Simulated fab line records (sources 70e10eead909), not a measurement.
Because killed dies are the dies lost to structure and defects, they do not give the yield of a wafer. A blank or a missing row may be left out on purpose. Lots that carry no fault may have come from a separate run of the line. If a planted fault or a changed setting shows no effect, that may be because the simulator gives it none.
A lot that was struck, set against a sound lot    flow nandHarc    18 out of 1302 route steps
Sound: the wafers L221.2, L221.3, L221.4. Struck: wafers L229.1, L229.3, L229.4. The cause is named last.
Each step with rows lists, per side, the tool, then ch with its chambers, then its first start. Under that, the readings that differ: sound wafers    struck wafers    difference of the means    sigmas: that difference in standard deviations of wafers without a fault.
alike: same words and numbers on both sides, and readings whose means sit less than 2 such deviations apart. not compared: any withheld reading, any reading some wafer has no value for, any bound like >300 that may hide the same value, and any number with overlapping values for which the record gives no deviation.
The two part at a step that has a row with sigmas, a row that says differs or no value, or rows on one side only. When numbers do not overlap yet have no deviation, they are printed without sigmas and do not part them. A reading missing from all wafers of one side parts the sides only when that side holds two or more wafers.

NHARC_A_CONTACT_ETCH_102: etches the open film in CF4/O2, target depth 100 nm, overetch 10 nm, time 55 s.
  sound on rieDiel-04 ch 1,2,3, day 24 19:59; struck on rieDiel-04 ch 1,2,3, day 27 12:31
reading              sound  struck    difference  sigmas
rfHoursCounterH (h)  6 5 4  10 15 14  +8          
  alike: drypumpMotorCurrentA, oesProductAu, rfVppV, showerheadPlenumPTorr, throttleValvePct
NHARC_A_CONTACT_STRIP_55: strips in O2.
  sound: rieDiel-04 ch 1,2,3; struck: rieDiel-04 ch 0,1,2
reading              sound  struck    difference  sigmas
rfHoursCounterH (h)  5 6 4  14 16 10  +8          
  alike: drypumpMotorCurrentA, oesProductAu, rfVppV, showerheadPlenumPTorr, throttleValvePct
then, 1 step without rows for these wafers: NHARC_A_CONTACT_STRIP_56 (strips in post etch residue remover, time 600 s).
NHARC_A_CONTACT_DEP_57: deposits aC, target thk 5300 nm.
  sound on aclDep-03 ch 0, day 24 21:11; struck on aclDep-02 ch 0, day 27 13:11
  alike: throttleValvePct
NHARC_A_CONTACT_DEP_58: deposits SiON, target thk 90 nm.
  sound on pecvd-02 ch 0,1,2, day 24 23:54; struck on pecvd-02 ch 0,2, day 27 16:24
  alike: heaterPowerW
then, 7 steps without rows for these wafers: NHARC_A_CONTACT_DEHYDRATE_59 (time 120 s); NHARC_A_CONTACT_HMDS_60 (time 30 s); NHARC_A_CONTACT_COAT_61 (time 75 s); NHARC_A_CONTACT_COAT_62 (time 65 s); NHARC_A_CONTACT_COAT_63 (resist thk 90 nm); NHARC_A_CONTACT_SOFTBAKE_64 (time 55 s); NHARC_A_CONTACT_EBR_65.
NHARC_A_CONTACT_EXPOSE_66: exposes mask A CC 2.
  sound on arfiScanner-03 ch 0, day 25 00:28; struck on arfiScanner-01 ch 0, day 27 16:57
reading            sound              struck             difference  sigmas
exposureDoseMJCm2  59.07 59.17 59.15  76.88 76.91 76.85  +17.75      +99 or more
  alike: mask
then, 2 steps without rows for these wafers: NHARC_A_CONTACT_PEB_67 (peb time 65 s); NHARC_A_CONTACT_DEVELOP_68 (develop time 35 s).
NHARC_A_CONTACT_CD_MEAS_69: the cd target is 300 nm.
  sound on cdSem-02 ch 0, day 25 00:35; struck on cdSem-01 ch 0, day 27 17:05
reading    sound              struck             difference  sigmas
cdNm (nm)  300.7 300.3 300.7  315.0 314.1 314.4  +13.9       +26
NHARC_A_CONTACT_OVL_MEAS_70:
  struck on overlay-02, day 27 17:11; sound on overlay-02, day 25 00:41
  alike: overlayXNm, overlayYNm
following that, these wafers have no rows for 1 step: NHARC_END_SORT_01.

## WHERE THEY PART
At NHARC_A_CONTACT_EXPOSE_66 first; at NHARC_A_CONTACT_CD_MEAS_69 last (within this record only). Later steps at which nothing parts them and some readings are alike: NHARC_A_CONTACT_OVL_MEAS_70.

WHY: what the simulator had put in
Process parameters drifting: arfiScanner-01 at NHARC_A_CONTACT_EXPOSE_66, beginning at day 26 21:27. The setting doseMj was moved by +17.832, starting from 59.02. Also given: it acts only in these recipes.
